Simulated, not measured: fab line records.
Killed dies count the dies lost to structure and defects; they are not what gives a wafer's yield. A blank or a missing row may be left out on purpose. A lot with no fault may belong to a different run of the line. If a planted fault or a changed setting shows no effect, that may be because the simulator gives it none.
fab line records	flow n5-finfet	part 1 of 2: steps 1 to 3 of 6
record lots=21	wafers=63	last-day=18
route steps=1938 shown MOL_CONTACT_COAG@587 BEOL_M0_SAQP@633
lots that met no fault: from a run of the same line without faults
start-h: start of the lot's first displayed wafer, in hours after the record's first day	wait-h: hours since the lot's step before	" identical to the entry in the row above	L1.1+2: a row that stands for several wafers	- either no value or no given start	* or withheld: withheld	< > ~ a bound
route shown NAME@n: names a module that has steps shown in the file, with the first one's number in the route	usual: the fault-free wafers' mean and standard deviation	same: alike in all rows	chamber/n: place in a boat	sites: readings site by site	_std_site: standard deviation across them	_edge_site: the outer-site mean with the inner-site mean subtracted	radius-mm: for every site, how far away it sits from the centre of the wafer	mask NAME#n: copy n	behind: the last tool/chamber to shape the wafer	hold: why the lot went on hold/how many hours it stayed there/how the hold came to an end	device: the transistor (n, p or np) that didn't switch	end of line: tests run on the same wafers once the route is complete	where a step has no rows: the recipe by itself	killed: count of dies lost to structure and defects at first sort (not the wafer's yield)	map: dies across one wafer; x = killed, . = not, _ = none there
set.NAME: the run value of the setting; set.NAME@STEP: its run value at that earlier step	model.NAME: the simulator's own value behind a step, which no gauge read
one table for each step of the route and one row for each wafer, over a sample of lots
services: the hour from which a tool's chamber was out of use, counted from the record's first day as start-h (under 0 if before that day), plus the number of hours and why
## steps
# step N5_MOL_CONTACT_COAG_STRIP_96
# recipe chemistry=N2/H2	power-w=500	temp-c=40	pressure-mtorr=50	rf-frequency-hz=6e+07	overash-fraction=0.3	bias-power-w=28	h2-frac=0.5	n2-flow-sccm=300	h2-flow-sccm=300
# usual chamber-pressure-mTorr=50.00/0.058	drypump-motor-current-A=5.9/0.43	oes-product-au=0.81/0.085	rf-vpp-V=122.1/1.5	showerhead-plenum-p-Torr=3.38/0.14	throttle-valve-pct=18.9/0.37
lot.wafer	tool	chamber	start-h	wait-h	chamber-pressure-mTorr	drypump-motor-current-A	oes-product-au	rf-hours-counter-h	rf-vpp-V	showerhead-plenum-p-Torr	throttle-valve-pct
L075.2	rie-diel-03	1	109.94	0.1	50.09	5.9	0.91	26	122.9	3.41	18.7
L075.4	"	1	"	"	50.04	5.9	0.90	-	125.1	3.41	18.7
L075.5	"	1	"	"	50.06	5.9	0.90	-	120.7	3.41	18.7
L076.3	rie-diel-02	1	110.86	0.0	50.03	6.2	0.68	243	122.7	3.19	19.1
L076.4	"	2	"	"	50.02	6.0	0.81	98	120.6	3.52	18.7
L076.6	"	0	"	"	49.98	6.4	0.76	-	122.0	3.23	19.2
L077.2	rie-diel-02	2	121.18	0.0	49.95	6.0	0.82	101	122.6	3.52	18.7
L077.4	"	0	"	"	49.93	6.4	0.76	153	121.6	3.23	19.2
L077.5	"	1	"	"	49.96	6.2	0.69	-	120.3	3.19	19.1
L078.1	rie-diel-03	0	122.77	0.0	49.99	5.7	0.72	214	121.9	3.17	19.1
L078.3	"	2	"	"	50.04	5.1	0.74	172	122.2	3.37	19.6
L078.5	"	2	"	"	49.97	5.1	0.73	-	122.3	3.37	19.6
L079.1	rie-diel-04	1	132.04	0.0	50.05	6.3	0.91	39	121.4	3.42	18.7
L079.2	"	2	"	"	50.04	6.3	0.72	200	121.1	3.19	19.1
L079.6	"	1	"	"	49.93	6.3	0.90	-	119.9	3.42	18.7
L080.2	rie-diel-03	1	136.95	0.0	49.97	5.9	0.89	36	123.4	3.40	18.7
L080.3	"	0	"	"	49.97	5.7	0.71	218	119.5	3.17	19.2
L080.4	"	3	"	"	49.95	5.5	0.87	25	122.3	3.57	18.6
L082.2	rie-diel-04	1	143.85	0.0	49.94	6.3	0.90	42	121.9	3.42	18.7
L082.3	"	3	"	"	49.99	5.3	0.90	32	119.1	3.28	18.2
L082.4	"	2	"	"	50.00	6.3	0.70	204	119.9	3.19	19.1
L081.2	rie-diel-02	2	149.64	0.0	49.98	6.0	0.81	113	122.0	3.51	18.7
L081.3	"	0	"	"	50.04	6.4	0.74	165	121.8	3.23	19.3
L081.5	"	3	"	"	49.92	6.4	0.89	-	120.7	3.44	19.2
L083.1	rie-diel-02	1	153.64	0.0	50.04	6.2	0.93	4	125.9	3.59	18.7
L083.2	"	2	"	"	49.94	6.0	0.81	114	124.5	3.51	18.7
L083.4	"	3	"	"	50.05	6.4	0.91	33	123.0	3.44	19.2
L084.1	rie-diel-03	0	157.38	0.0	50.02	5.7	0.70	226	121.3	3.17	19.2
L084.2	"	3	"	"	50.02	5.4	0.87	33	122.4	3.57	18.6
L084.4	"	1	"	"	50.03	5.9	0.87	43	123.3	3.40	18.7
L085.2	rie-diel-03	2	168.33	0.0	49.94	5.1	0.71	191	121.2	3.36	19.6
L085.4	"	3	"	"	50.01	5.4	0.84	38	122.8	3.56	18.6
L085.6	"	2	"	"	49.99	5.1	0.71	-	123.3	3.36	19.6
L087.1	rie-diel-02	0	184.69	0.0	50.03	6.4	0.72	185	121.2	3.22	19.3
L087.2	"	1	"	"	49.98	6.2	0.92	9	121.9	3.59	18.7
L087.3	"	2	"	"	50.05	6.0	0.79	133	122.8	3.50	18.8
L086.3	rie-diel-03	2	185.29	0.0	50.00	5.1	0.72	201	122.0	3.35	19.6
L086.4	"	0	"	"	50.04	5.7	0.70	239	120.1	3.16	19.2
L086.5	"	1	"	"	50.05	5.9	0.85	-	121.6	3.39	18.8
L088.2	rie-diel-02	2	187.37	0.0	50.20	6.0	0.79	135	123.3	3.50	18.8
L088.3	"	1	"	"	50.03	6.2	0.92	11	123.8	3.59	18.8
L088.5	"	2	"	"	49.98	6.0	0.79	-	123.2	3.50	18.8
L090.1	rie-diel-03	3	198.22	0.0	50.10	5.5	0.83	54	124.0	3.56	18.6
L090.3	"	1	"	"	50.05	5.9	0.83	63	122.6	3.39	18.8
L090.6	"	1	"	"	49.99	5.9	0.84	-	121.1	3.38	18.8
L091.1	rie-diel-02	1	207.48	0.0	50.03	6.2	0.88	22	125.4	3.58	18.7
L091.2	"	0	"	"	50.01	6.4	0.72	198	121.5	3.21	19.3
L091.3	"	2	"	"	49.88	6.0	0.77	147	123.1	3.49	18.8
L092.2	rie-diel-03	0	209.69	0.0	49.94	5.7	0.70	250	121.6	3.15	19.2
L092.4	"	1	"	"	50.16	5.9	0.83	68	123.3	3.38	18.8
L092.6	"	0	"	"	50.00	5.7	0.68	-	120.9	3.15	19.2
L093.2	rie-diel-04	0	215.93	0.0	49.97	6.3	0.92	24	121.0	3.28	18.5
L093.3	"	1	"	"	50.04	6.3	0.87	53	122.9	3.41	18.7
L093.6	"	1	"	"	49.91	6.3	0.87	-	122.9	3.41	18.7
L094.3	rie-diel-02	3	221.91	0.0	50.06	6.4	0.87	54	123.0	3.43	19.3
L094.4	"	3	"	"	50.02	6.4	0.88	-	124.2	3.43	19.3
L094.5	"	1	"	"	49.96	6.2	0.86	-	123.3	3.58	18.8
L095.2	rie-diel-03	1	225.04	0.0	50.05	5.9	0.82	75	122.9	3.38	18.8
L095.5	"	3	"	"	50.05	5.5	0.81	-	123.8	3.55	18.7
L095.6	"	2	"	"	49.91	5.1	0.70	-	120.2	3.35	19.7
L096.1	rie-diel-03	2	229.77	0.0	49.91	5.1	0.69	221	122.6	3.34	19.7
L096.4	"	3	"	"	49.99	5.4	0.80	-	122.1	3.55	18.7
L096.5	"	1	"	"	50.02	5.9	0.83	-	121.2	3.38	18.8
# step N5_MOL_CONTACT_COAG_ETCH_47
# recipe chemistry=CH3F/O2	target=SiNx	target-depth-a=270	mask-material=SiO2	stop-on=W	over-etch-frac=0.2	ion-energy-ev=120	endpoint=OES-CN	pressure-mtorr=30	source-w=395	bias-w=73	Ar_flow_sccm=150	CH3F_flow_sccm=30	O2_flow_sccm=20	ends=end-point
# usual chamber-pressure-mTorr=29.999/0.028	drypump-motor-current-A=5.9/0.43	etch-rf-on-time-s=31.1/0.75	oes_ar_750_au=0.81/0.086	oes-product-au=0.73/0.076	rf-vpp-V=301/5.6	showerhead-plenum-p-Torr=2.02/0.084	throttle-valve-pct=16.34/0.25
lot.wafer	tool	chamber	start-h	wait-h	chamber-pressure-mTorr	drypump-motor-current-A	etch-rf-on-time-s	oes_ar_750_au	oes-product-au	rf-hours-counter-h	rf-vpp-V	showerhead-plenum-p-Torr	throttle-valve-pct
L075.2	rie-diel-03	1	110.00	0.0	29.982	5.9	31.8	0.89	0.79	26	296	2.06	16.56
L075.4	"	1	"	"	29.957	5.9	31.9	0.89	0.79	-	298	2.06	16.58
L075.5	"	1	"	"	30.015	5.9	31.3	0.89	0.79	-	297	2.06	16.55
L076.3	rie-diel-02	1	110.90	0.0	29.963	6.2	30.9	0.69	0.62	243	296	1.89	16.46
L076.4	"	2	"	"	30.029	6.0	29.8	0.83	0.74	98	304	2.12	16.25
L076.6	"	0	"	"	29.937	6.4	31.0	0.73	0.67	-	308	1.92	16.46
L077.2	rie-diel-02	2	121.22	0.0	30.001	6.0	29.6	0.83	0.75	101	305	2.12	16.27
L077.4	"	0	"	"	29.985	6.4	30.9	0.73	0.68	153	306	1.92	16.47
L077.5	"	1	"	"	30.008	6.2	31.2	0.69	0.61	-	296	1.89	16.48
L078.1	rie-diel-03	0	122.81	0.0	29.913	5.7	30.6	0.72	0.65	214	289	1.89	16.51
L078.3	"	2	"	"	30.015	5.1	32.1	0.72	0.65	172	307	2.00	16.36
L078.5	"	2	"	"	29.993	5.1	31.9	0.73	0.65	-	306	2.00	16.37
L079.1	rie-diel-04	1	132.08	0.0	29.999	6.3	30.4	0.91	0.81	39	295	2.05	16.37
L079.2	"	2	"	"	30.024	6.3	31.4	0.71	0.64	200	300	1.90	16.79
L079.6	"	1	"	"	30.027	6.3	30.7	0.91	0.80	-	295	2.05	16.37
L080.2	rie-diel-03	1	136.99	0.0	30.042	5.9	31.3	0.87	0.78	36	295	2.05	16.58
L080.3	"	0	"	"	30.053	5.7	31.1	0.72	0.64	218	290	1.89	16.52
L080.4	"	3	"	"	29.939	5.4	31.5	0.87	0.79	25	308	2.12	15.97
L082.2	rie-diel-04	1	143.89	0.0	29.979	6.3	30.2	0.90	0.80	42	295	2.05	16.38
L082.3	"	3	"	"	29.985	5.3	29.8	0.90	0.80	32	292	1.95	15.98
L082.4	"	2	"	"	29.957	6.3	31.1	0.71	0.64	204	301	1.90	16.80
L081.2	rie-diel-02	2	149.68	0.0	30.004	6.0	29.2	0.82	0.73	113	304	2.11	16.27
L081.3	"	0	"	"	30.006	6.4	30.9	0.72	0.66	165	307	1.92	16.50
L081.5	"	3	"	"	30.038	6.3	30.9	0.90	0.81	-	298	2.04	16.28
L083.1	rie-diel-02	1	153.68	0.0	29.975	6.2	30.8	0.94	0.85	4	300	2.14	16.04
L083.2	"	2	"	"	29.996	6.0	30.0	0.81	0.73	114	305	2.11	16.29
L083.4	"	3	"	"	30.014	6.3	31.7	0.90	0.80	33	298	2.04	16.26
L084.1	rie-diel-03	0	157.42	0.0	30.010	5.7	31.4	0.71	0.63	226	288	1.89	16.53
L084.2	"	3	"	"	30.000	5.4	31.5	0.86	0.77	33	309	2.11	15.99
L084.4	"	1	"	"	30.008	5.9	31.6	0.86	0.76	43	296	2.05	16.57
L085.2	rie-diel-03	2	168.37	0.0	30.054	5.1	32.1	0.71	0.63	191	306	1.99	16.39
L085.4	"	3	"	"	30.002	5.4	31.1	0.86	0.77	38	310	2.11	15.99
L085.6	"	2	"	"	29.965	5.1	32.4	0.71	0.64	-	306	1.99	16.40
L087.1	rie-diel-02	0	184.73	0.0	30.021	6.4	30.9	0.71	0.65	185	307	1.91	16.51
L087.2	"	1	"	"	29.997	6.2	30.9	0.93	0.82	9	300	2.13	16.04
L087.3	"	2	"	"	30.039	6.0	29.5	0.80	0.71	133	303	2.11	16.31
L086.3	rie-diel-03	2	185.33	0.0	29.996	5.1	32.6	0.70	0.63	201	306	1.99	16.42
L086.4	"	0	"	"	29.977	5.7	31.3	0.71	0.63	239	290	1.88	16.56
L086.5	"	1	"	"	29.969	5.9	32.2	0.84	0.74	-	297	2.05	16.61
L088.2	rie-diel-02	2	187.41	0.0	29.934	6.0	30.3	0.79	0.71	135	304	2.11	16.31
L088.3	"	1	"	"	30.018	6.2	31.2	0.92	0.81	11	301	2.13	16.03
L088.5	"	2	"	"	30.019	6.0	30.0	0.80	0.70	-	304	2.11	16.31
L090.1	rie-diel-03	3	198.26	0.0	29.984	5.4	30.9	0.84	0.75	54	308	2.11	16.02
L090.3	"	1	"	"	29.967	5.9	31.5	0.83	0.74	63	296	2.04	16.63
L090.6	"	1	"	"	30.018	5.9	31.9	0.83	0.73	-	295	2.04	16.66
L091.1	rie-diel-02	1	207.52	0.0	30.027	6.2	31.1	0.89	0.79	22	301	2.13	16.05
L091.2	"	0	"	"	30.004	6.4	31.4	0.69	0.63	198	305	1.91	16.56
L091.3	"	2	"	"	29.993	6.0	29.9	0.78	0.71	147	304	2.10	16.32
L092.2	rie-diel-03	0	209.73	0.0	29.993	5.7	31.6	0.69	0.62	250	290	1.88	16.57
L092.4	"	1	"	"	29.966	5.9	31.5	0.83	0.73	68	297	2.04	16.65
L092.6	"	0	"	"	30.049	5.7	31.7	0.70	0.62	-	289	1.88	16.59
L093.2	rie-diel-04	0	215.97	0.0	29.967	6.3	30.3	0.91	0.83	24	301	1.95	15.97
L093.3	"	1	"	"	29.968	6.3	30.8	0.88	0.79	53	294	2.05	16.40
L093.6	"	1	"	"	29.973	6.3	30.8	0.89	0.79	-	293	2.05	16.39
L094.3	rie-diel-02	3	221.95	0.0	29.993	6.3	31.2	0.86	0.77	54	298	2.03	16.31
L094.4	"	3	"	"	30.001	6.3	31.1	0.87	0.78	-	299	2.03	16.32
L094.5	"	1	"	"	29.966	6.2	31.3	0.89	0.79	-	302	2.13	16.03
L095.2	rie-diel-03	1	225.08	0.0	29.985	5.9	31.6	0.81	0.73	75	296	2.04	16.67
L095.5	"	3	"	"	29.983	5.4	31.6	0.82	0.74	-	307	2.10	16.05
L095.6	"	2	"	"	30.019	5.1	32.6	0.69	0.61	-	307	1.98	16.42
L096.1	rie-diel-03	2	229.81	0.0	30.040	5.1	32.4	0.69	0.62	221	307	1.98	16.47
L096.4	"	3	"	"	30.011	5.4	31.7	0.82	0.74	-	310	2.10	16.05
L096.5	"	1	"	"	30.049	5.9	31.9	0.81	0.72	-	297	2.04	16.65
# step N5_BEOL_M0_SAQP_ILD_DEP_01
# recipe material=SiOC	target-thk-a=454.19	temp-c=350	precursor=DEMS/O2	pressure-torr=5	rf-w=500	time-s=8.7
# usual heater-power-outer-w=253/60	heater-power-w=483/75	showerhead-plenum-p-Torr=5.700/0.018	susceptor-temp-C=349.99/0.23	throttle-valve-pct=12.3/0.7
lot.wafer	tool	chamber	start-h	wait-h	heater-power-outer-w	heater-power-w	showerhead-plenum-p-Torr	susceptor-temp-C	throttle-valve-pct
L075.2	pecvd-04	0	115.92	0.0	175	400	5.703	350.04	12.4
L075.4	"	0	"	"	174	391	5.700	350.18	12.4
L075.5	"	1	"	"	251	462	5.712	349.74	12.2
L076.3	pecvd-04	2	118.91	0.0	192	433	5.692	350.01	11.8
L076.4	"	0	"	"	227	464	5.714	349.79	12.3
L076.6	"	2	"	"	196	439	5.689	350.04	11.6
L077.2	pecvd-03	0	127.72	0.0	270	518	5.716	350.37	12.8
L077.4	"	2	"	"	250	484	5.696	349.82	11.8
L077.5	"	1	"	"	333	528	5.693	349.83	12.3
L078.1	pecvd-03	2	130.71	0.0	238	464	5.702	349.95	12.0
L078.3	"	0	"	"	214	447	5.712	350.34	12.7
L078.5	"	1	"	"	295	489	5.704	350.10	12.3
L079.1	pecvd-01	2	137.75	0.0	406	716	5.661	350.02	10.8
L079.2	"	1	"	"	223	457	5.693	349.78	12.4
L079.6	"	0	"	"	260	460	5.729	350.04	13.4
L080.2	pecvd-01	1	142.76	0.0	202	437	5.710	349.87	12.4
L080.3	"	0	"	"	276	481	5.722	350.18	13.4
L080.4	"	0	"	"	279	482	5.732	350.11	13.2
L082.2	pecvd-04	2	150.33	0.0	132	349	5.675	350.31	11.8
L082.3	"	1	"	"	252	451	5.719	349.65	11.6
L082.4	"	0	"	"	233	483	5.713	349.88	12.4
L081.2	pecvd-03	0	156.04	0.0	254	507	5.705	349.86	12.7
L081.3	"	1	"	"	290	470	5.694	350.00	12.5
L081.5	"	1	"	"	282	481	5.681	349.54	12.5
L083.1	pecvd-04	0	159.83	0.0	219	451	5.708	350.02	12.5
L083.2	"	1	"	"	248	448	5.708	350.16	11.9
L083.4	"	2	"	"	185	411	5.683	349.66	11.5
L084.1	pecvd-04	1	163.31	0.0	239	451	5.721	349.67	12.3
L084.2	"	2	"	"	185	408	5.687	349.67	11.9
L084.4	"	1	"	"	248	437	5.709	349.69	11.9
L085.2	pecvd-04	1	233.38	0.0	266	469	5.710	349.61	12.0
L085.4	"	1	"	"	263	474	5.701	349.84	12.0
L085.6	"	2	"	"	175	392	5.671	349.84	10.3
L088.2	pecvd-01	0	233.38	0.0	298	516	5.733	350.14	13.8
L088.3	"	1	"	"	196	440	5.699	349.79	12.3
L088.5	"	0	"	"	298	514	5.725	350.11	13.4
L095.2	pecvd-03	2	233.68	0.0	262	499	5.700	350.00	12.4
L095.5	"	0	"	"	230	465	5.694	349.95	12.6
L095.6	"	2	"	"	265	498	5.690	349.93	12.3
L094.3	pecvd-03	0	233.73	0.0	241	464	5.728	349.94	12.5
L094.4	"	1	"	"	287	468	5.691	350.08	12.4
L094.5	"	2	"	"	277	522	5.681	350.06	12.1
L090.1	pecvd-03	1	234.05	0.0	331	534	5.698	349.68	12.3
L090.3	"	2	"	"	261	490	5.695	350.41	12.1
L090.6	"	0	"	"	208	431	5.722	350.25	12.4
L091.1	pecvd-01	0	234.31	0.0	302	515	5.717	350.23	13.5
L091.2	"	1	"	"	201	450	5.706	349.86	12.4
L091.3	"	0	"	"	297	531	5.727	350.25	13.6
L092.2	pecvd-01	1	234.39	0.0	217	470	5.700	350.23	12.3
L092.4	"	1	"	"	222	481	5.701	349.75	12.4
L092.6	"	1	"	"	233	470	5.693	349.97	12.6
L093.2	pecvd-04	0	234.58	0.0	215	446	5.718	350.11	12.6
L093.3	"	1	"	"	266	473	5.710	349.67	11.9
L093.6	"	0	"	"	224	455	5.701	349.83	12.5
L087.1	pecvd-03	0	234.58	0.0	248	483	5.703	350.15	12.6
L087.2	"	1	"	"	320	524	5.703	349.72	12.2
L087.3	"	2	"	"	275	534	5.693	349.97	12.4
L086.3	pecvd-04	2	234.95	0.0	122	314	5.695	349.97	10.6
L086.4	"	0	"	"	210	452	5.700	350.33	12.7
L086.5	"	2	"	"	126	325	5.683	350.12	10.9
L096.1	pecvd-01	1	236.39	0.0	177	407	5.713	349.98	12.4
L096.4	"	0	"	"	309	534	5.727	350.05	13.6
L096.5	"	1	"	"	180	412	5.703	349.97	12.3
